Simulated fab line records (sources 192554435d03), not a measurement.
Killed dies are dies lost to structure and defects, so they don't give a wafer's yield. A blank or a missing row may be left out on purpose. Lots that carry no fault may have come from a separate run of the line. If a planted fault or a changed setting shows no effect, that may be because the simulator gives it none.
fab line records -- flow n5-finfet -- part 1 of 2: steps 1 to 42 of 44
record: lots: 5, wafers: 12, last-day: 17
route steps=1938 shown BEOL_M8@1377 BEOL_M9@1401 BEOL_M15@1830 PASSIVATION@1936
lots that met no fault: from a run of the same line without faults
start-h: start of the lot's first displayed wafer, in hours after the record's first day -- wait-h: how many hours have passed since the lot's step before this one -- " unchanged from the row above -- L1.1+2: one row covering several wafers at once -- - either no value or no given start -- * or withheld: withheld -- < > ~ a bound
route shown NAME@n: NAME is a module with steps in the file, n the number in the route of the first one -- usual: mean/standard deviation of fault-free wafers -- same: alike in all rows -- chamber/n: place in a boat -- sites: the reading at each site -- _std_site: their standard deviation -- _edge_site: outer sites' mean less inner sites' -- radius-mm: for every site, how far away it sits from the centre of the wafer -- mask NAME#n: copy n -- behind: the tool/chamber that last shaped the wafer -- hold: why the lot went on hold/how many hours it stayed there/how the hold came to an end -- device: the n, p or np transistor that did not switch -- end of line: tests of these same wafers at the route's end -- a step without rows: its recipe alone -- killed: dies lost to structure and defects at the first sort, not the wafer's yield -- map: a wafer's dies, marking killed ones x, the rest . and places with no die _
set.NAME: the run value of the setting; set.NAME@STEP: its run value at that earlier step -- model.NAME: the simulator's own value behind a step, which no gauge read
lots at selected steps of the route; one table per step, one row per wafer
services: when a tool's chamber went out of use (start-h, in hours from the record's first day, below 0 if earlier), for how many hours, and the reason
== steps ==
step: N5_BEOL_M8_TRENCH_ETCH_37
recipe: chemistry: C4F6/O2, target-depth-a: 934.78, target: SiCOH_lowk, time-s: 31.2, ion-energy-ev: 250, pressure-mtorr: 30, source-w: 345, bias-w: 185, Ar_flow_sccm: 300, C4F6_flow_sccm: 10, O2_flow_sccm: 10
usual: bias-w: 185.0/0.51, drypump-motor-current-A: 5.6/0.41, oes_ar_750_au: 0.81/0.083, oes-product-au: 0.81/0.086, rf-vpp-V: 662/18, showerhead-plenum-p-Torr: 2.82/0.067, throttle-valve-pct: 20.96/0.19
lot.wafer,tool,chamber,start-h,wait-h,bias-w,drypump-motor-current-A,oes_ar_750_au,oes-product-au,rf-hours-counter-h,rf-vpp-V,showerhead-plenum-p-Torr,throttle-valve-pct
L413.3,rie-diel-05,0,-,-,184.0,6.0,0.70,0.70,192,647,2.70,20.86
L413.5,rie-diel-05,0,-,-,184.9,6.0,0.70,0.70,-,646,2.70,20.88
L413.6,rie-diel-05,3,-,-,185.5,5.8,0.70,0.70,-,654,2.83,21.25
L422.3,rie-diel-03,3,-,-,184.5,5.4,0.86,0.88,53,674,2.90,21.02
L422.5,rie-diel-03,1,-,-,183.7,6.3,0.79,0.80,-,697,2.85,20.96
L423.1,rie-diel-05,3,-,-,184.0,5.8,0.70,0.68,205,656,2.82,21.29
L423.4,rie-diel-05,2,-,-,184.9,5.3,0.73,0.72,144,655,2.84,20.87
L426.3,rie-diel-05,2,-,-,185.2,5.3,0.73,0.72,150,655,2.83,20.88
L426.4,rie-diel-05,1,-,-,185.9,5.3,0.86,0.86,53,639,2.91,21.17
L435.1,rie-diel-04,3,-,-,185.2,6.3,0.91,0.90,30,682,2.89,20.65
L435.2,rie-diel-04,0,-,-,184.6,4.8,0.79,0.78,131,675,2.86,20.92
L435.3,rie-diel-04,1,-,-,185.6,5.3,0.79,0.79,103,674,2.77,21.26
step: N5_BEOL_M8_ETCH_41
recipe: chemistry: CH3F/O2, target: SiCN, target-depth-a: 319, taper-deg: 2, time-s: 57.8, ion-energy-ev: 120, mask-material: TiN, pressure-mtorr: 30, source-w: 395, bias-w: 75, Ar_flow_sccm: 150, CH3F_flow_sccm: 30, O2_flow_sccm: 20
usual: bias-w: 75.00/0.22, drypump-motor-current-A: 5.6/0.41, oes-product-au: 0.81/0.087, rf-vpp-V: 297.1/1.3, showerhead-plenum-p-Torr: 1.98/0.049, throttle-valve-pct: 16.34/0.18
lot.wafer,tool,chamber,start-h,wait-h,bias-w,drypump-motor-current-A,oes-product-au,rf-hours-counter-h,rf-vpp-V,showerhead-plenum-p-Torr,throttle-valve-pct
L413.3,rie-diel-05,0,-,-,74.87,6.0,0.70,192,295.2,1.89,16.38
L413.5,rie-diel-05,0,-,-,74.84,6.0,0.69,-,294.7,1.89,16.37
L413.6,rie-diel-05,3,-,-,75.01,5.8,0.70,-,295.9,1.99,16.64
L422.3,rie-diel-03,3,-,-,75.44,5.4,0.88,53,298.1,2.04,16.29
L422.5,rie-diel-03,1,-,-,74.55,6.3,0.79,-,296.2,2.01,16.34
L423.1,rie-diel-05,3,-,-,74.93,5.8,0.69,205,295.6,1.98,16.70
L423.4,rie-diel-05,2,-,-,74.75,5.3,0.72,144,297.7,2.00,16.29
L426.3,rie-diel-05,2,-,-,74.55,5.3,0.72,150,297.9,1.99,16.32
L426.4,rie-diel-05,1,-,-,74.97,5.2,0.86,53,297.2,2.04,16.47
L435.1,rie-diel-04,3,-,-,74.71,6.2,0.91,30,297.0,2.03,16.02
L435.2,rie-diel-04,0,-,-,74.51,4.8,0.80,131,297.9,2.01,16.31
L435.3,rie-diel-04,1,-,-,75.00,5.3,0.79,103,297.0,1.94,16.61
step: N5_BEOL_M8_STRIP_80
recipe: chemistry: N2/H2, time-s: 10, power-w: 450, temp-c: 40, pressure-mtorr: 20, rf-frequency-hz: 6e+07, bias-power-w: 7, n2-flow-sccm: 200, h2-flow-sccm: 200
step: N5_BEOL_M8_OCD_MEAS_38
usual: trench-depth-nm: 93.2/2.6
lot.wafer,tool,chamber,start-h,wait-h,trench-depth-nm
L413.3,ocd-01,-,201.81,-,90.9
L413.5,ocd-01,-,201.81,-,91.3
L413.6,ocd-01,-,201.81,-,91.3
L422.3,ocd-02,-,245.78,-,98.2
L422.5,ocd-02,-,245.78,-,92.7
L423.1,ocd-01,-,264.29,-,90.1
L423.4,ocd-01,-,264.29,-,88.5
L426.3,ocd-01,-,285.99,-,88.4
L426.4,ocd-01,-,285.99,-,95.7
L435.1,ocd-01,-,334.89,-,94.7
L435.2,ocd-01,-,334.89,-,94.1
L435.3,ocd-01,-,334.89,-,93.1
step: N5_BEOL_M8_HM_STRIP_39
recipe: chemistry: peroxide-tin-strip, material: TiN, target-depth-a: 250, temp-c: 50, time-s: 158
step: N5_BEOL_M8_SRD_40
recipe: time-s: 30, temp-c: 23, rinse-liquid: diw, dry: ipa-marangoni
step: N5_BEOL_M8_PRECLEAN_42
recipe: chemistry: residue-remover, time-s: 60, temp-c: 40
step: N5_BEOL_M8_SRD_43
recipe: time-s: 30, temp-c: 23, rinse-liquid: diw, dry: ipa-marangoni
step: N5_BEOL_M8_CD_MEAS_35
recipe: target-cd-nm: 40, polarity: opening
usual: cd-nm: 39.9/0.75
lot.wafer,tool,chamber,start-h,wait-h,cd-nm
L413.3,cd-sem-01,-,202.00,0.0,39.6
L413.5,cd-sem-01,-,202.00,0.0,38.8
L413.6,cd-sem-01,-,202.00,0.0,40.1
L422.3,cd-sem-02,-,245.94,0.0,40.8
L422.5,cd-sem-02,-,245.94,0.0,40.4
L423.1,cd-sem-02,-,264.44,0.0,39.4
L423.4,cd-sem-02,-,264.44,0.0,39.5
L426.3,cd-sem-01,-,286.14,0.0,39.0
L426.4,cd-sem-01,-,286.14,0.0,39.8
L435.1,cd-sem-01,-,335.04,0.0,40.7
L435.2,cd-sem-01,-,335.04,0.0,39.9
L435.3,cd-sem-01,-,335.04,0.0,40.0
step: N5_BEOL_M8_CURE_75
recipe: temp-c: 370, time-s: 120, ambient: DMADMS/He, material: SiCOH_lowk
step: N5_BEOL_M8_DEGAS_44
recipe: ambient: vacuum, temp-c: 250, time-s: 60
step: N5_BEOL_M8_PRE_CLEAN_45
recipe: gas: H2/He, time-s: 30, temp-c: 250
step: N5_BEOL_M8_ALD_77
recipe: material: TaN, target-thk-a: 20, temp-c: 275, ald-precursor-family: PDMAT, ald-co-reactant: NH3, pressure-torr: 3, carrier-flow-sccm: 1500, pulse-time-s: 2, purge-time-s: 3, co-reactant-purge-time-s: 2, co-reactant-pulse-time-s: 3, ald-cycles: 40, precursor-vessel-temp-c: 75, precursor-vessel-pressure-torr: 26.25, precursor-vessel-carrier-sccm: 1000
usual: ald-cycles: 40/0, heater-power-w: 414/21
lot.wafer,tool,chamber,start-h,wait-h,ald-cycles,heater-power-w,model.TaN_of_BEOL_M8_ALD_77.thk-nm
L413.3,ald-metal-03,0,203.23,0.3,40,420,2
L413.5,ald-metal-03,2,203.23,0.3,40,416,2
L413.6,ald-metal-03,3,203.23,0.3,40,439,2
L422.3,ald-metal-03,1,246.59,0.0,40,415,2
L422.5,ald-metal-03,2,246.59,0.0,40,422,2
L423.1,ald-metal-01,3,266.95,0.0,40,402,2
L423.4,ald-metal-01,1,266.95,0.0,40,408,2
L426.3,ald-metal-01,1,286.87,0.0,72,405,3.6
L426.4,ald-metal-01,2,286.87,0.0,72,414,3.6
L435.1,ald-metal-03,0,336.06,0.1,40,418,2
L435.2,ald-metal-03,2,336.06,0.1,40,427,2
L435.3,ald-metal-03,1,336.06,0.1,40,415,2
step: N5_BEOL_M8_SURFACE_TREAT_79
recipe: gas: Ar, time-s: *, ion-energy-ev: *, ion-current-ma-cm2: 0.5, pressure-mtorr: *, ar-flow-sccm: 30
step: N5_BEOL_M8_CVD_78
recipe: material: Co, target-thk-a: 20, temp-c: withheld, precursor: CCTBA/H2, pressure-torr: 30, time-s: 142.3
step: N5_BEOL_M8_SPUTTER_48
recipe: material: Cu, target-thk-a: 100, temp-c: -20, bias-v: 60, power-w: 26000, chamber-pressure-pa: 0.13, time-s: 1.667
usual: throttle-valve-pct: 30.0/0.88
lot.wafer,tool,chamber,start-h,wait-h,throttle-valve-pct
L413.3,pvd-sputter-03,-,203.82,0.1,30.3
L413.5,pvd-sputter-03,-,203.82,0.1,30.3
L413.6,pvd-sputter-03,-,203.82,0.1,30.1
L422.3,pvd-sputter-03,-,247.14,0.1,30.5
L422.5,pvd-sputter-03,-,247.14,0.1,29.1
L423.1,pvd-sputter-03,-,267.98,0.3,29.4
L423.4,pvd-sputter-03,-,267.98,0.3,31.8
L426.3,pvd-sputter-02,-,287.62,0.1,29.3
L426.4,pvd-sputter-02,-,287.62,0.1,31.1
L435.1,pvd-sputter-02,-,336.90,0.3,29.6
L435.2,pvd-sputter-02,-,336.90,0.3,29.3
L435.3,pvd-sputter-02,-,336.90,0.3,31.2
step: N5_BEOL_M8_ECD_50
recipe: material: Cu, target-thk-a: 3000
step: N5_BEOL_M8_ANNEAL_51
recipe: temp-c: 225, time-s: 90, ambient: N2
step: N5_BEOL_M8_CMP_52
recipe: stop-on: SiCOH_lowk, t-overpolish-s: 6.9, down-force-psi: 1, platen-rpm: 50, clearing-platen-down-force-psi: 1.5, clearing-platen-rpm: 50, post-cmp-clean: cu-alkaline, target-thk-nm: 80, clearing-platen-pad-velocity-m-s: 0.99484, pad-velocity-m-s: 0.99484
step: N5_BEOL_M8_THK_MEAS_53
recipe: thk-meas-gauge: xrf, reads: Cu_of_BEOL_M8_ECD_50
usual: M8_THK: 82/3.1
lot.wafer,tool,chamber,start-h,wait-h,M8_THK[nm]
L413.3,film-metro-01,-,204.84,-,77
L413.5,film-metro-01,-,204.84,-,79
L413.6,film-metro-01,-,204.84,-,79
L422.3,film-metro-01,-,248.09,-,88
L422.5,film-metro-01,-,248.09,-,81
L423.1,film-metro-01,-,268.79,-,76
L423.4,film-metro-01,-,268.79,-,76
L426.3,film-metro-02,-,288.44,-,75
L426.4,film-metro-02,-,288.44,-,82
L435.1,film-metro-01,-,338.17,-,84
L435.2,film-metro-01,-,338.17,-,85
L435.3,film-metro-01,-,338.17,-,83
step: N5_BEOL_M8_PRE_CLEAN_55
recipe: gas: NH3, time-s: 15, temp-c: withheld, rf-power-w: 300
step: N5_BEOL_M8_DEP_56
recipe: material: SiCN, target-thk-a: 100, temp-c: withheld, precursor: 3MS/NH3, pressure-torr: 3, rf-w: 202, time-s: 17.5
step: N5_BEOL_M8_RS_MEAS_57
recipe: thk-meas-gauge: four-point-probe, reads: Cu_of_BEOL_M8_ECD_50+Co_of_BEOL_M8_CVD_78+TaN_of_BEOL_M8_ALD_77
usual: M8_RS: 0.285/0.013
lot.wafer,tool,chamber,start-h,wait-h,M8_RS[ohm/sq]
L413.3,film-metro-01,-,204.97,0.1,0.311
L413.5,film-metro-01,-,204.97,0.1,0.302
L413.6,film-metro-01,-,204.97,0.1,0.303
L422.3,film-metro-02,-,248.22,0.1,0.262
L422.5,film-metro-02,-,248.22,0.1,0.287
L423.1,film-metro-02,-,268.95,0.1,0.314
L423.4,film-metro-02,-,268.95,0.1,0.311
L426.3,film-metro-01,-,288.57,0.1,0.316
L426.4,film-metro-01,-,288.57,0.1,0.281
L435.1,film-metro-02,-,338.30,0.1,0.273
L435.2,film-metro-02,-,338.30,0.1,0.271
L435.3,film-metro-02,-,338.30,0.1,0.279
step: N5_BEOL_M8_INSPECT_58
recipe: inspect-instrument: darkfield, mode: post-dep
usual: raw-defect-count: 85/35
lot.wafer,tool,chamber,start-h,wait-h,raw-defect-count
L413.3,defect-inspect-02,-,204.99,0.0,59
L413.5,defect-inspect-02,-,204.99,0.0,80
L413.6,defect-inspect-02,-,204.99,0.0,55
L422.3,defect-inspect-02,-,248.25,0.0,54
L422.5,defect-inspect-02,-,248.25,0.0,60
L423.1,defect-inspect-02,-,268.97,0.0,134
L423.4,defect-inspect-02,-,268.97,0.0,73
L426.3,defect-inspect-02,-,288.60,0.0,100
L426.4,defect-inspect-02,-,288.60,0.0,82
L435.1,defect-inspect-02,-,338.33,0.0,71
L435.2,defect-inspect-02,-,338.33,0.0,106
L435.3,defect-inspect-02,-,338.33,0.0,61
step: N5_BEOL_M9_ILD_DEP_00
recipe: material: SiCOH_lowk, target-thk-a: 3085.1, temp-c: 300, precursor: DEMS/porogen, pressure-torr: 5, rf-w: 500, time-s: 58
step: N5_BEOL_M9_CURE_71
recipe: temp-c: 385, time-s: 240, ambient: He/Ar, material: SiCOH_lowk
usual: lamp-power-pct: 52.32/0.057, wafer_temp_C_max: 386.9/0.88
lot.wafer,tool,chamber,start-h,wait-h,lamp-power-pct,wafer_temp_C_max
L413.3,uv-cure-01,0,205.27,0.2,52.24,386.2
L413.5,uv-cure-01,0,205.27,0.2,52.30,386.7
L413.6,uv-cure-01,0,205.27,0.2,52.30,387.6
L422.3,uv-cure-02,2,248.52,0.2,52.33,386.4
L422.5,uv-cure-02,2,248.52,0.2,52.34,386.2
L423.1,uv-cure-03,1,269.09,0.0,52.32,387.8
L423.4,uv-cure-03,1,269.09,0.0,52.34,387.8
L426.3,uv-cure-03,0,288.87,0.2,52.31,387.0
L426.4,uv-cure-03,0,288.87,0.2,52.24,387.1
L435.1,uv-cure-01,2,338.44,0.0,52.32,386.7
L435.2,uv-cure-01,2,338.44,0.0,52.35,386.5
L435.3,uv-cure-01,2,338.44,0.0,52.39,386.7
step: N5_BEOL_M9_THK_MEAS_01
recipe: reads: SiCOH_lowk_of_BEOL_M9_ILD_DEP_00
usual: M9_ILD_THK: 267/3.8
lot.wafer,tool,chamber,start-h,wait-h,M9_ILD_THK[nm]
L413.3,film-metro-02,-,205.62,0.3,268
L413.5,film-metro-02,-,205.62,0.3,264
L413.6,film-metro-02,-,205.62,0.3,265
L422.3,film-metro-02,-,248.88,0.3,267
L422.5,film-metro-02,-,248.88,0.3,265
L423.1,film-metro-01,-,269.60,0.4,267
L423.4,film-metro-01,-,269.60,0.4,278
L426.3,film-metro-01,-,289.22,0.3,264
L426.4,film-metro-01,-,289.22,0.3,268
L435.1,film-metro-01,-,338.96,0.4,265
L435.2,film-metro-01,-,338.96,0.4,264
L435.3,film-metro-01,-,338.96,0.4,263
step: N5_BEOL_M9_PECVD_70
recipe: material: SiO2, target-thk-a: 200, temp-c: 400, precursor: TEOS/O2, pressure-torr: 5.5, rf-w: 450, teos-flow-sccm: 53.8, gas: O2, flow-sccm: 3000, time-s: 22.7
usual: heater-power-w: 684/97, showerhead-plenum-p-Torr: 8.78/0.053, showerhead-vpp-V: 1365/85, throttle-valve-pct: 22.5/1.1
lot.wafer,tool,chamber,start-h,wait-h,heater-power-w,showerhead-plenum-p-Torr,showerhead-vpp-V,throttle-valve-pct
L413.3,pecvd-04,0,205.68,0.1,733,8.77,1507,23.9
L413.5,pecvd-04,1,205.68,0.1,786,8.81,1401,22.9
L413.6,pecvd-04,0,205.68,0.1,738,8.74,1497,23.6
L422.3,pecvd-04,0,248.91,0.0,661,8.76,1509,23.9
L422.5,pecvd-04,0,248.91,0.0,667,8.78,1480,23.8
L423.1,pecvd-02,0,269.64,0.0,875,8.81,1241,23.9
L423.4,pecvd-02,2,269.64,0.0,678,8.73,1295,22.2
L426.3,pecvd-03,2,289.26,0.0,578,8.76,1298,20.6
L426.4,pecvd-03,0,289.26,0.0,549,8.77,1243,21.7
L435.1,pecvd-03,2,338.99,0.0,626,8.73,1278,20.8
L435.2,pecvd-03,1,338.99,0.0,543,8.77,1382,22.7
L435.3,pecvd-03,0,338.99,0.0,563,8.76,1254,21.9
step: N5_BEOL_M9_HM_DEP_02
recipe: material: TiN, target-thk-a: 200, temp-c: 25, chamber-pressure-pa: 0.49996
step: N5_BEOL_M9_COAT_59
recipe: resist: SOC, temp-c: 250, time-s: 60, spin-rpm: 1500, resist-thk-nm: 100
step: N5_BEOL_M9_COAT_60
recipe: resist: SiARC, temp-c: 220, time-s: 60, spin-rpm: 1500, resist-thk-nm: 30
step: N5_BEOL_M9_COAT_05
recipe: resist: CAR-ArF, spin-rpm: 1500, resist-thk-nm: 90
step: N5_BEOL_M9_EBR_07
recipe: solvent: PGMEA, ebr-width-mm: 1.5
step: N5_BEOL_M9_SOFTBAKE_06
recipe: temp-c: 110, time-s: 60, resist: CAR-ArF
step: N5_BEOL_M9_EXPOSE_08
recipe: mask-id: M9, na: 1.35, source-shape: dipole, sigma-inner: 0.411, sigma-outer: 0.611, polarization: te, dose-mj: 53.75
step: N5_BEOL_M9_PEB_09
recipe: peb-temp-c: withheld, peb-time-s: 60, resist: CAR-ArF
step: N5_BEOL_M9_DEVELOP_10
recipe: develop-time-s: 30, developer: TMAH, resist: CAR-ArF, rinse-liquid: diw, dry: air-spin, dev-temp-c: 23
step: N5_BEOL_M9_CD_MEAS_11
recipe: target-cd-nm: 64.1, landing-energy-ev: 500, detector: se-inlens, polarity: opening
usual: cd-nm: 63.8/0.66
lot.wafer,tool,chamber,start-h,wait-h,cd-nm
L413.3,cd-sem-03,0,207.67,-,64.3
L413.5,cd-sem-03,0,207.67,-,64.6
L413.6,cd-sem-03,0,207.67,-,64.4
L422.3,cd-sem-02,0,250.20,-,64.4
L422.5,cd-sem-02,0,250.20,-,64.7
L423.1,cd-sem-02,0,270.07,-,63.1
L423.4,cd-sem-02,0,270.07,-,64.5
L426.3,cd-sem-01,0,290.66,-,65.0
L426.4,cd-sem-01,0,290.66,-,65.2
L435.1,cd-sem-01,0,342.24,-,63.8
L435.2,cd-sem-01,0,342.24,-,64.9
L435.3,cd-sem-01,0,342.24,-,63.8
step: N5_BEOL_M9_OVL_MEAS_12
recipe: points-per-wafer: 44
usual: M9_OVL: -0.7/0.76
same: points-per-wafer: 44
lot.wafer,tool,chamber,start-h,wait-h,M9_OVL[nm]
L413.3,overlay-01,0,207.69,0.0,0.0
L413.5,overlay-01,0,207.69,0.0,0.0
L413.6,overlay-01,0,207.69,0.0,0.9
L422.3,overlay-02,0,250.22,0.0,-0.8
L422.5,overlay-02,0,250.22,0.0,-0.2
L423.1,overlay-01,0,270.10,0.0,-1.3
L423.4,overlay-01,0,270.10,0.0,-1.7
L426.3,overlay-01,0,290.69,0.0,-0.1
L426.4,overlay-01,0,290.69,0.0,-1.5
L435.1,overlay-01,0,342.27,0.0,-1.0
L435.2,overlay-01,0,342.27,0.0,-1.1
L435.3,overlay-01,0,342.27,0.0,0.0
step: N5_BEOL_M9_INSPECT_13
recipe: mode: adi, inspect-instrument: brightfield
usual: raw-defect-count: 430/100
lot.wafer,tool,chamber,start-h,wait-h,raw-defect-count
L413.3,defect-inspect-01,-,207.72,0.0,306
L413.5,defect-inspect-01,-,207.72,0.0,437
L413.6,defect-inspect-01,-,207.72,0.0,307
L422.3,defect-inspect-01,-,250.25,0.0,288
L422.5,defect-inspect-01,-,250.25,0.0,436
L423.1,defect-inspect-02,-,270.12,0.0,409
L423.4,defect-inspect-02,-,270.12,0.0,441
L426.3,defect-inspect-02,-,290.71,0.0,441
L426.4,defect-inspect-02,-,290.71,0.0,493
L435.1,defect-inspect-01,-,342.30,0.0,379
L435.2,defect-inspect-01,-,342.30,0.0,512
L435.3,defect-inspect-01,-,342.30,0.0,385
step: N5_BEOL_M9_DESCUM_16
recipe: chemistry: O2, time-s: 7.9, source-power-w: 50, bias-power-w: 20, pressure-mtorr: 20, rf-frequency-hz: 2.712e+07, temp-c: 40, resist: CAR-ArF, o2-flow-sccm: 225
step: N5_BEOL_M9_ETCH_61
recipe: chemistry: CF4, target: SiARC, target-depth-a: 390, mask-material: CAR-ArF, time-s: 65, ion-energy-ev: 80, pressure-mtorr: 40, source-w: 545, bias-w: 36, Ar_flow_sccm: 100, cf4-flow-sccm: 100, ends: cleared
== key ==
first-sign: step: N5_BEOL_M8_ALD_77, reading: ald-cycles, direction: up, sigmas: 99+, usual: *, struck: *
effect: step: N5_BEOL_M15_RC_MEAS_101, reading: SERP_M8, direction: up, sigmas: 3.9, usual: 13.9, struck: 17.2
model-effect: step: N5_BEOL_M8_ALD_77, value: TaN_of_BEOL_M8_ALD_77.thk-nm, without: 2, struck: 3.6
met-at N5_BEOL_M8_ALD_77
struck-wafers L426.3,L426.4
onset-between 266.95 286.87
fault: kind: process-parameter-drift, tool: ald-metal-01, chamber: -, onset-h: 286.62, steps: N5_BEOL_M8_ALD_77, channel: ald-cycles, offset: *, shape: step, end-h: 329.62, scope: struck-wafers-only, acts-in: *, stated: *
